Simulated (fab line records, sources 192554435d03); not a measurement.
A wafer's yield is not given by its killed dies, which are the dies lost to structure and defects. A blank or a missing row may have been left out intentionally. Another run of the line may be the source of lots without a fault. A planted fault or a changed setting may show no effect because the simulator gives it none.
Chamber matching + flow n5 finfet + N5_BEOL_M5_STRIP_19 on rie diel-03: 4 sister chambers
The step strips in O2. 8 wafers are shown with their chamber, then 7 later ones without.

== WAFERS, EACH WITH ITS CHAMBER ==
| wafer  | chamber | drypump motor current A (A) | throttle valve pct (%) |
|--------|---------|-----------------------------|------------------------|
| L076.4 | 3       | 6.4                         | 16.02                  |
| L076.6 | 0       | 6.6                         | 16.76                  |
| L079.1 | 0       | 6.5                         | 16.79                  |
| L087.1 | 1       | 4.7                         | 16.69                  |
| L087.5 | 1       | 4.7                         | 16.71                  |
| L087.6 | 2       | 5.2                         | 16.90                  |
| L089.1 | 2       | 5.2                         | 16.92                  |
| L089.3 | 3       | 6.4                         | 16.10                  |

== WAFERS WHOSE CHAMBER IS MISSING ==
| wafer  | drypump motor current A (A) | throttle valve pct (%) |
|--------|-----------------------------|------------------------|
| L089.5 | 6.4                         | 16.09                  |
| L093.2 | 5.2                         | 16.93                  |
| L093.4 | 4.7                         | 16.71                  |
| L093.5 | 6.4                         | 16.09                  |
| L094.1 | 6.5                         | 16.34                  |
| L094.4 | 5.2                         | 16.93                  |
| L094.5 | 4.7                         | 16.73                  |

== CHAMBER TAKEN BY EACH ==
| wafer  | from the rows above | in truth                   |
|--------|---------------------|----------------------------|
| L089.5 | 3                   | 3                          |
| L093.2 | 2                   | 2                          |
| L093.4 | 1                   | 1                          |
| L093.5 | 3                   | 3                          |
| L094.1 | 3                   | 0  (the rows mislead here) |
| L094.4 | 2                   | 2                          |
| L094.5 | 1                   | 1                          |
Correct placement for 6 of the 7. From these rows, 0 cannot be placed. 1 placed wrongly.
How it was worked out, from the rows above alone: a wafer's distance from a chamber is the root of the sum, over the readings, of the square of ((its reading less the chamber's mean) divided by the reading's scatter). The wafer belongs to the nearest chamber; if the next one is less than 2 further off, it can't be placed. The mean given for a chamber averages the wafers shown for that chamber. The scatter: the root of (the sum of the squares of (reading less its chamber's mean) over the shown wafers, divided by (wafers less chambers)).
